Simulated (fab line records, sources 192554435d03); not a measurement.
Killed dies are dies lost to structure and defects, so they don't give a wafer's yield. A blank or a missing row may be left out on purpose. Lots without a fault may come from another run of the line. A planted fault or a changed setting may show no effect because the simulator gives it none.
Chamber matching | flow n5_finfet | N5_BEOL_M2_ETCH_70 on rie_diel-02: 4 sister chambers
The step etches SOC in N2/H2, target depth 80 nm, overetch 24 nm, time 130 s. 16 wafers are shown with their chamber, then 8 later ones without.

WAFERS WITH THEIR CHAMBER
wafer  | chamber | drypump_motor_current_A (A) | throttle_valve_pct (%) | showerhead_plenum_p_Torr (Torr)
L082.1 | 2       | 6.3                         | 17.51                  | 2.66
L082.4 | 3       | 5.2                         | 17.97                  | 2.57
L082.6 | 0       | 4.9                         | 17.89                  | 2.56
L085.1 | 2       | 6.4                         | 17.51                  | 2.65
L085.2 | 3       | 5.2                         | 17.97                  | 2.56
L085.3 | 0       | 4.9                         | 17.89                  | 2.55
L086.3 | 0       | 4.9                         | 17.91                  | 2.55
L086.4 | 3       | 5.2                         | 17.98                  | 2.56
L086.6 | 0       | 4.9                         | 17.91                  | 2.55
L087.2 | 2       | 6.4                         | 17.52                  | 2.65
L087.3 | 1       | 5.0                         | 17.89                  | 2.68
L087.4 | 0       | 4.9                         | 17.91                  | 2.55
L088.3 | 0       | 4.9                         | 17.92                  | 2.55
L088.4 | 1       | 5.0                         | 17.89                  | 2.68
L088.5 | 3       | 5.2                         | 17.99                  | 2.56
L091.1 | 3       | 5.2                         | 17.99                  | 2.56

SIGNATURES (means of the wafers above)
reading                  | chamber 0 | chamber 1 | chamber 2 | chamber 3 | scatter within a chamber
drypump_motor_current_A  | 4.900     | 5.000     | 6.367     | 5.200     | 0.0236
throttle_valve_pct       | 17.9050   | 17.8900   | 17.5133   | 17.9800   | 0.0101
showerhead_plenum_p_Torr | 2.5517    | 2.6800    | 2.6533    | 2.5620    | 0.00438
Rule: a wafer's distance from a chamber is the root of the sum, over the readings, of the square of ((its reading less the chamber's mean) divided by the reading's scatter). The wafer belongs to the nearest chamber; if the next one is less than 2 further off, it can't be placed. The scatter: the root of (the sum of the squares of (reading less its chamber's mean) over the shown wafers, divided by (wafers less chambers)).

WAFERS WITHOUT THEIR CHAMBER
wafer  | drypump_motor_current_A (A) | throttle_valve_pct (%) | showerhead_plenum_p_Torr (Torr)
L091.5 | 6.4                         | 17.53                  | 2.65
L091.6 | 5.0                         | 17.92                  | 2.68
L092.1 | 6.3                         | 17.52                  | 2.65
L092.3 | 5.2                         | 18.00                  | 2.56
L092.4 | 4.9                         | 17.93                  | 2.55
L097.2 | 6.3                         | 17.56                  | 2.64
L097.5 | 5.0                         | 17.93                  | 2.68
L097.6 | 6.4                         | 17.56                  | 2.64

WHICH CHAMBER EACH WENT THROUGH
wafer  | from the rows above | in truth
L091.5 | 2                   | 2
L091.6 | 1                   | 1
L092.1 | 2                   | 2
L092.3 | 3                   | 3
L092.4 | 0                   | 0
L097.2 | 2                   | 2
L097.5 | 1                   | 1
L097.6 | 2                   | 2
Placed correctly: 8 of 8. Can't be placed from these rows: 0. Placed wrongly: 0.
